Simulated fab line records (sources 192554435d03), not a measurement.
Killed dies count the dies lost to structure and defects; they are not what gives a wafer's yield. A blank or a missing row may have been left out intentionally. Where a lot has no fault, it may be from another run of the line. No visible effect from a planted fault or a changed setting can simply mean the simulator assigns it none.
Matching of chambers	flow n5_finfet	N5_FIN_SAQP_STRIP_70 on rie_diel-03 has 4 sister chambers
The step strips in N2/H2. 14 wafers are shown with their chamber, then 7 later ones without.

WAFERS PAIRED WITH THEIR CHAMBERS
wafer	chamber	throttle_valve_pct (%)	showerhead_plenum_p_Torr (Torr)	oes_product_au (a.u.)
L074.1	3	18.9	3.18	0.66
L074.3	0	19.1	3.19	0.74
L074.5	2	19.5	3.39	0.76
L077.2	0	19.1	3.19	0.74
L077.4	2	19.5	3.39	0.75
L077.5	0	19.1	3.19	0.74
L078.1	2	19.6	3.38	0.75
L078.3	1	18.7	3.42	0.97
L078.5	1	18.7	3.42	0.96
L082.2	2	19.6	3.38	0.74
L082.3	0	19.1	3.18	0.73
L082.4	3	18.6	3.59	0.97
L088.2	1	18.7	3.41	0.90
L088.3	3	18.6	3.58	0.91

SIGNATURES (averages over the wafers above)
reading	chamber 0	chamber 1	chamber 2	chamber 3	scatter within a chamber
throttle_valve_pct	19.100	18.700	19.550	18.700	0.0837
showerhead_plenum_p_Torr	3.1875	3.4167	3.3850	3.4500	0.105
oes_product_au	0.7375	0.9433	0.7500	0.8467	0.0756
Rule: for each reading, subtract the chamber's mean from the wafer's reading, divide by that reading's scatter and square the result; add these up over the readings and take the root, which gives the wafer's distance from the chamber. If the next closest chamber is less than 2 further off than the closest, the wafer can't be placed; otherwise it belongs to the closest. How the scatter is found: for the shown wafers, subtract from each reading the mean of its chamber, square and add these, divide the total by (wafers less chambers), then take the root.

WAFERS WITH NO CHAMBER GIVEN
wafer	throttle_valve_pct (%)	showerhead_plenum_p_Torr (Torr)	oes_product_au (a.u.)
L088.5	18.6	3.58	0.90
L089.3	19.6	3.37	0.74
L089.5	18.7	3.40	0.90
L089.6	19.6	3.37	0.73
L096.1	19.6	3.36	0.71
L096.4	18.8	3.40	0.87
L096.5	19.6	3.36	0.72

THE CHAMBER EACH PASSED THROUGH
wafer	from the rows above	in truth
L088.5	can't be placed: 3 or 1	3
L089.3	2	2
L089.5	can't be placed: 1 or 3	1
L089.6	2	2
L096.1	2	2
L096.4	can't be placed: 3 or 1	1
L096.5	2	2
Correctly placed: 4 of 7. Can't be placed from these rows: 3 (the true chamber is among the candidates in 3). Placed wrongly: 0.
